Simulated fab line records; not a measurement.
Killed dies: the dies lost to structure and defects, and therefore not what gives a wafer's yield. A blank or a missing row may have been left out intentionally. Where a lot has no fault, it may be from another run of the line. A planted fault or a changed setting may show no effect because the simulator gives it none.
What tool caused it?    flow n5-finfet    10 lots, 30 wafers sampled, at 5 steps of a route of 1938

== WHAT THE GAUGES SHOWED, per wafer ==
N5_GATE_CUT_INSPECT_26: inspects for defects (darkfield). Usual: raw-defect-count reads 41 (standard deviation 20).
lot   measured      on                 raw-defect-count  flag
L994  day 5 10:31   defect-inspect-02  44 47 14          
L995  day 5 15:17   defect-inspect-01  25 31 40          
L997  day 6 06:04   defect-inspect-01  59 59 37          
L999  day 6 16:02   defect-inspect-02  61 20 28          
L101  day 7 06:49   defect-inspect-02  26 13 31          
L103  day 7 18:08   defect-inspect-01  40 44 40          
L111  day 9 14:38   defect-inspect-01  12 28 28          
L112  day 9 21:06   defect-inspect-01  41 14 33          
L113  day 10 05:24  defect-inspect-02  15 34 26          
L114  day 10 09:44  defect-inspect-01  25 40 66          

N5_BEOL_M4_RC_MEAS_101. Usual: DIBL_N 36.1 mV/V, standard deviation 1.6; DIBL_P 35.8 mV/V, standard deviation 2.1; IOFF_N 0.16 nA/um, standard deviation 0.031; IOFF_P 0.21 nA/um, standard deviation 0.034; ION_N 673 uA/um, standard deviation 12; ION_P 461 uA/um, standard deviation 7.2; SS_N 71.4 mV/dec, standard deviation 0.59; SS_P 73.3 mV/dec, standard deviation 0.63; VT_N 250 mV, standard deviation 3.1; VT_P -250 mV, standard deviation 3.3.
lot   measured      on         DIBL_N (mV/V)   DIBL_P (mV/V)   IOFF_N (nA/um)  IOFF_P (nA/um)  ION_N (uA/um)  ION_P (uA/um)  SS_N (mV/dec)   SS_P (mV/dec)   VT_N (mV)    VT_P (mV)       flag
L994  day 8 12:54   prober-02  34.4 36.0 36.2  35.0 36.9 36.9  0.13 0.16 0.16  0.17 0.21 0.20  658 686 670    451 467 457    70.6 71.6 71.4  73.4 73.6 73.9  253 250 250  -252 -251 -253  
L995  day 9 09:04   prober-02  36.3 36.1 38.2  36.9 37.0 39.6  0.17 0.17 0.23  0.21 0.21 0.27  683 677 687    459 457 465    71.6 71.6 72.3  73.3 73.4 74.0  250 249 243  -253 -253 -249  
L997  day 9 18:20   prober-01  35.0 33.3 35.1  35.2 31.9 35.1  0.14 0.10 0.14  0.18 0.14 0.18  666 649 662    455 445 452    71.4 70.9 70.7  72.9 72.0 73.5  251 261 252  -255 -256 -255  
L999  day 10 12:10  prober-01  38.0 37.3 36.9  38.3 35.4 35.4  0.17 0.14 0.14  0.26 0.21 0.21  679 660 664    480 458 462    72.0 71.1 71.9  73.9 73.1 72.7  250 249 253  -244 -249 -248  
L101  day 10 18:57  prober-01  35.4 35.0 35.7  36.1 35.7 36.6  0.14 0.14 0.14  0.17 0.17 0.18  667 676 664    452 460 452    71.0 71.0 71.4  73.5 72.2 73.3  253 251 254  -256 -255 -255  
L103  day 11 10:46  prober-01  36.6 36.2 33.7  36.1 34.7 32.1  0.16 0.15 0.12  0.22 0.19 0.16  666 665 658    463 457 448    71.8 71.3 70.5  73.7 72.7 72.8  249 253 252  -248 -249 -251  
L111  day 13 07:11  prober-02  35.3 37.0 37.0  34.9 37.4 35.8  0.15 0.18 0.18  0.23 0.26 0.23  667 670 675    470 470 465    71.1 71.5 71.3  73.2 73.6 73.6  253 247 249  -247 -247 -247  
L112  day 13 12:44  prober-01  36.8 38.2 37.3  35.8 38.7 36.1  0.18 0.21 0.17  0.22 0.29 0.23  676 685 675    465 469 462    71.4 72.2 71.9  73.6 74.5 73.7  247 244 249  -247 -246 -249  
L113  day 13 13:10  prober-02  33.8 39.8 37.5  31.7 39.0 36.7  0.11 0.26 0.18  0.18 0.31 0.27  650 699 690    464 474 471    70.8 71.7 71.7  71.4 73.9 73.3  253 241 244  -249 -241 -244  
L114  day 13 22:20  prober-02  34.9 35.4 36.7  36.0 36.3 38.3  0.16 0.17 0.21  0.20 0.21 0.24  682 674 688    463 461 463    71.6 71.3 72.0  73.4 74.2 73.9  248 248 242  -247 -248 -248  

== TOOL THAT RAN EACH LOT (tool first, then ch and the chambers of the sampled wafers, then the start) ==
lot   N5_GATE_CUT_CMP_61             N5_MOL_CONTACT_COAG_ETCH_15         N5_MOL_CONTACT_COAG_SPUTTER_143
L994  cmp-02 ch 0,1,2, day 5 10:21   rie-diel-02 ch 1,2,3, day 5 11:25   pvd-sputter-02, day 5 15:49
L995  cmp-01 ch 0,3, day 5 15:03     rie-diel-02 ch 1,2,3, day 5 16:06   pvd-sputter-03, day 5 17:41
L997  cmp-03 ch 0,1,3, day 6 05:53   rie-diel-01 ch 0,1, day 6 06:56     pvd-sputter-02, day 6 09:03
L999  cmp-02 ch 1,2,3, day 6 15:50   rie-diel-01 ch 0,1,2, day 6 16:47   pvd-sputter-02, day 6 18:22
L101  cmp-02 ch 0,1, day 7 06:37     rie-diel-01 ch 0,3, day 7 07:28     pvd-sputter-02, day 7 09:44
L103  cmp-01 ch 0,2, day 7 17:56     rie-diel-01 ch 2,3, day 7 19:07     pvd-sputter-01, day 7 21:42
L111  cmp-01 ch 0,1,3, day 9 14:26   rie-diel-04 ch 1,2, day 9 15:17     pvd-sputter-01, day 9 18:34
L112  cmp-03 ch 0,1,2, day 9 20:56   rie-diel-04 ch 0,1,3, day 9 21:55   pvd-sputter-03, day 9 23:51
L113  cmp-01 ch 0,2,3, day 10 05:10  rie-diel-04 ch 0,1,2, day 10 06:57  pvd-sputter-01, day 10 10:10
L114  cmp-02 ch 0,2,3, day 10 09:33  rie-diel-04 ch 0,1,3, day 10 10:29  pvd-sputter-01, day 10 13:01
- N5_GATE_CUT_CMP_61: polishes, stops on SiNx, t overpolish 3 s.
- N5_MOL_CONTACT_COAG_ETCH_15: etches SiNx in CH3F/O2, stops on Si:P, target depth 7 nm.
- N5_MOL_CONTACT_COAG_SPUTTER_143: material Co, target thk 2.5 nm.

== WHAT THE TOOLS THEMSELVES READ (means of the sampled wafers that have a number; where no wafer has one, the mark that the record gives instead) ==
N5_GATE_CUT_CMP_61. Usual: edge-zone-pressure-frac 1.000, standard deviation 0.0047; motor-current-A 12.3 A, standard deviation 1.2; retaining-ring-pressure-frac 1.000, standard deviation 0.0047.
lot   tool    edge-zone-pressure-frac  motor-current-A (A)  retaining-ring-pressure-frac  flag
L994  cmp-02  1.003                    12.5                 1.002                         
L995  cmp-01  1.000                    12.8                 1.004                         
L997  cmp-03  0.998                    12.0                 0.999                         
L999  cmp-02  0.995                    12.9                 1.000                         
L101  cmp-02  0.997                    12.9                 0.997                         
L103  cmp-01  0.998                    13.9                 0.994                         
L111  cmp-01  1.002                    11.4                 1.000                         
L112  cmp-03  0.995                    12.4                 1.002                         
L113  cmp-01  1.002                    13.0                 1.001                         
L114  cmp-02  1.004                    11.8                 0.999                         

N5_MOL_CONTACT_COAG_ETCH_15. Usual: CH3F_flow_sccm 30.00 sccm, standard deviation 0.09; drypump-motor-current-A 5.9 A, standard deviation 0.46; oes-product-au 0.57 a.u., standard deviation 0.055; rf-vpp-V 296 V, standard deviation 4.7; showerhead-plenum-p-Torr 2.02 Torr, standard deviation 0.053; throttle-valve-pct 16.42 %, standard deviation 0.22.
lot   tool         CH3F_flow_sccm (sccm)  drypump-motor-current-A (A)  oes-product-au (a.u.)  rf-vpp-V (V)  showerhead-plenum-p-Torr (Torr)  throttle-valve-pct (%)  flag
L994  rie-diel-02  29.97                  5.9                          0.56                   294           2.05                             16.51                   
L995  rie-diel-02  30.04                  5.9                          0.55                   294           2.04                             16.51                   
L997  rie-diel-01  29.95                  6.1                          0.61                   299           1.99                             16.31                   
L999  rie-diel-01  30.00                  5.9                          0.59                   298           1.95                             16.29                   
L101  rie-diel-01  29.99                  6.1                          0.48                   295           1.96                             16.33                   
L103  rie-diel-01  30.03                  6.3                          0.48                   300           2.01                             16.56                   
L111  rie-diel-04  30.02                  5.7                          0.58                   297           2.02                             16.38                   
L112  rie-diel-04  30.02                  5.5                          0.60                   296           2.02                             16.45                   
L113  rie-diel-04  29.91                  5.6                          0.55                   293           2.00                             16.35                   
L114  rie-diel-04  29.97                  5.5                          0.59                   296           2.02                             16.45                   

N5_MOL_CONTACT_COAG_SPUTTER_143. Usual: throttle-valve-pct reads 30.0 % (standard deviation 0.97).
lot   tool            throttle-valve-pct (%)  flag
L994  pvd-sputter-02  29.7                    
L995  pvd-sputter-03  30.4                    
L997  pvd-sputter-02  29.4                    
L999  pvd-sputter-02  29.2                    
L101  pvd-sputter-02  29.6                    
L103  pvd-sputter-01  30.4                    
L111  pvd-sputter-01  30.7                    
L112  pvd-sputter-03  28.7                    
L113  pvd-sputter-01  30.4                    
L114  pvd-sputter-01  29.8                    

== THE ANSWER, worked out from the rows above alone ==
Rule: a lot is off if the mean of its wafers that have a number lies more than 3 standard deviations from the usual mean. A lot without any number at a reading at which 4 lots or more have one is off too. Where the step has rows for the other lots, those lots are counted as sound. After the gauges, taken in route order, come the tools' own readings; for these a lot's mean is taken, as printed above. At the first step where some lot is off, the reading lying furthest off is the one used; lots without a number count as furthest.
No lot is off at any reading shown: from this, nothing can be told.

== WHAT THE SIMULATOR PUT IN ==
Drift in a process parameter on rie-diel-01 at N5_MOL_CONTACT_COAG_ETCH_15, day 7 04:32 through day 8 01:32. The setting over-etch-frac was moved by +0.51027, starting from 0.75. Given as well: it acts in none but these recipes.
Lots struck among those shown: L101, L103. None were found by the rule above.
